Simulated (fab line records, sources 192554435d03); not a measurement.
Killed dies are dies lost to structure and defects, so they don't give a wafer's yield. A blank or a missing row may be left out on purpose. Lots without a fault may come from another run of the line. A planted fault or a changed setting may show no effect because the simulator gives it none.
Chamber matching | flow n5_finfet | N5_SPACER0_ALD_08 on ald_sin-02: 4 sister chambers
The step deposits SiNx, target thk 2 nm. 4 wafers are shown with their chamber, then 11 later ones without.

WAFERS WITH THEIR CHAMBER
wafer  | chamber | heater_power_w (W)
L087.6 | 2       | 813
L088.2 | 0       | 818
L091.4 | 1       | 745
L093.1 | 3       | 1011

WAFERS WITHOUT THEIR CHAMBER
wafer  | heater_power_w (W)
L093.2 | 805
L093.5 | 987
L095.1 | 801
L095.4 | 995
L095.5 | 823
L096.1 | 813
L096.4 | 771
L096.6 | 751
L097.1 | 829
L097.4 | 1008
L097.6 | 994

WHICH CHAMBER EACH WENT THROUGH
wafer  | from the rows above          | in truth
L093.2 | can't be placed: 2 or 0      | 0
L093.5 | 3                            | 3
L095.1 | can't be placed: 2 or 0      | 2
L095.4 | 3                            | 3
L095.5 | can't be placed: 0 or 2      | 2
L096.1 | can't be placed: 2 or 0      | 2
L096.4 | can't be placed: 1 or 2 or 0 | 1
L096.6 | 1                            | 1
L097.1 | can't be placed: 0 or 2      | 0
L097.4 | 3                            | 3
L097.6 | 3                            | 3
Placed correctly: 5 of 11. Can't be placed from these rows: 6 (the true chamber is among the candidates in 6). Placed wrongly: 0.
How it was worked out, from the rows above alone: a wafer's distance from a chamber is the root of the sum, over the readings, of the square of ((its reading less the chamber's mean) divided by the reading's scatter). The wafer belongs to the nearest chamber; if the next one is less than 2 further off, it can't be placed. A chamber's mean is the mean of its shown wafers. The scatter: with one shown wafer a chamber, the root of the mean of the squares of how far each hidden wafer lies from its nearest shown one.
